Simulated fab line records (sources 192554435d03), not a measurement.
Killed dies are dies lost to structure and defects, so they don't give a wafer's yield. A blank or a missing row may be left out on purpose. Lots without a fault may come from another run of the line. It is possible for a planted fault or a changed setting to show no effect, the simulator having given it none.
Comparing a struck lot with a sound one	flow n5 finfet	14 steps out of a route of 1938
Sound: the wafers L430.2, L430.4, L430.5. The struck wafers were L435.1, L435.4, L435.5. The cause is given at the end.
For every step that has rows: the tool of each side, followed by ch and its chambers, followed by its first start. Under that, the readings that differ: sound wafers	struck wafers	difference of the means	sigmas: that difference in standard deviations of wafers without a fault.
alike: readings whose means differ by less than 2 such deviations, and words and numbers that are the same on both sides. not compared: withheld readings, readings that some wafer has no value for, bounds like >300 that may hide the same value, and numbers for which the record gives no deviation and whose values overlap.
Wherever a step has rows on one side only, a row that says differs or no value, or a row with sigmas, the two part there. Non-overlapping numbers with no deviation appear without sigmas and do not part them. A reading missing from all wafers of one side parts the sides only when that side holds two or more wafers.

first, 2 steps without rows for these wafers: N5_HKMG_FIN_COAT_66 (time 60 s, resist thk 300 nm); N5_HKMG_FIN_ETCH_67 (etches SOC in N2/H2, stops on TiN, target depth 388.9 nm).
N5_HKMG_FIN_STRIP_90: strips SOC in N2/H2, time 20 s.
  sound on rie diel-02 ch 1,3, day 5 14:32; struck on rie diel-02 ch 1,3, day 6 16:38
  alike: drypump motor current A, oes product au, rf vpp V, showerhead plenum p Torr, throttle valve pct
  not compared: rf hours counter h
then, 1 step without rows for these wafers: N5_HKMG_FIN_WET_ETCH_73 (etches the open film in SC1, time 42.3 s, target depth 1.3 nm, rinse time 30 s).
N5_HKMG_FIN_ETCHBACK_68: etches the open film in Cl2/Ar, stops on HfO2, target depth 0.5 nm.
  sound on rie metal-03 ch 0,1, day 5 14:42; struck on rie metal-02 ch 0,1, day 6 16:50
reading	sound	struck	difference	sigmas
drypump motor current A (A)	6.23 6.23 6.02	5.51 5.49 5.82	-0.55	-2
  alike: oes product au, throttle valve pct
  not compared: rf hours counter h
N5_HKMG_FIN_STRIP_69: strips in N2/H2, time 360 s.
  sound on plasma asher-01 ch 0,1, day 5 14:50; struck on plasma asher-01 ch 0,1, day 6 16:59
  alike: drypump motor current A, heater power w
  not compared: rf hours counter h
then, 1 step without rows for these wafers: N5_HKMG_FIN_ALD_21 (deposits TiN, target thk 1.5 nm, pulse time 1 s, purge time 3 s).
N5_HKMG_FIN_ALD_72: deposits W, target thk 2 nm, pulse time 1 s, purge time 2 s.
  sound on cvd w-02 ch 0, day 5 15:35; struck on cvd w-02 ch 0,1, day 6 17:43
  alike: heater power w, precursor pulse height rel
N5_HKMG_FIN_W_FILL_22: material W, target thk 60 nm, time 18.2 s.
  sound on cvd w-02 ch 0, day 5 15:39; struck on cvd w-02 ch 0,1, day 6 17:47
  alike: heater power w, throttle valve pct
then, 3 steps without rows for these wafers: N5_HKMG_FIN_PRECLEAN_83 (cleans in DIW, time 57.5 s); N5_HKMG_FIN_SRD_84 (dry time 32 s); N5_HKMG_FIN_CMP_23 (polishes, stops on SiNx, t overpolish 10 s, target thk 46.326 nm).
N5_HKMG_FIN_CMP_94: polishes, stops on SiNx, t overpolish 4.7 s, target thk 43.299 nm.
  sound on cmp-02 ch 2,3, day 5 16:14; struck on cmp-02 ch 0,3, day 6 18:23
reading	sound	struck	difference	sigmas
platen rpm (rpm)	50.37 50.27 50.34	52.31 52.29 52.32	+1.98	+57
  alike: motor current A, slurry filter dp kPa
-- record jumps: 8 days separate the struck wafers' starts on either side; left off in module HKMG_FIN, taken up again in module PASSIVATION, whose first shown step is the route's number 1936 --
N5_PASSIVATION_PROBE_49:
  sound on prober-01 at day 13 01:50; struck on prober-02 at day 15 04:29
  alike: killed_at_M0_to_M3, killed_at_M4_up, killed at contacts, killed at front end, killed at other, killed dies, killed open, killed short

WHERE THEY PART
Earliest at N5_HKMG_FIN_ETCHBACK_68; latest, in this record, at N5_HKMG_FIN_CMP_94. Later steps at which nothing parts them and some readings are alike: N5_PASSIVATION_PROBE_49.

WHY: what the simulator had put in
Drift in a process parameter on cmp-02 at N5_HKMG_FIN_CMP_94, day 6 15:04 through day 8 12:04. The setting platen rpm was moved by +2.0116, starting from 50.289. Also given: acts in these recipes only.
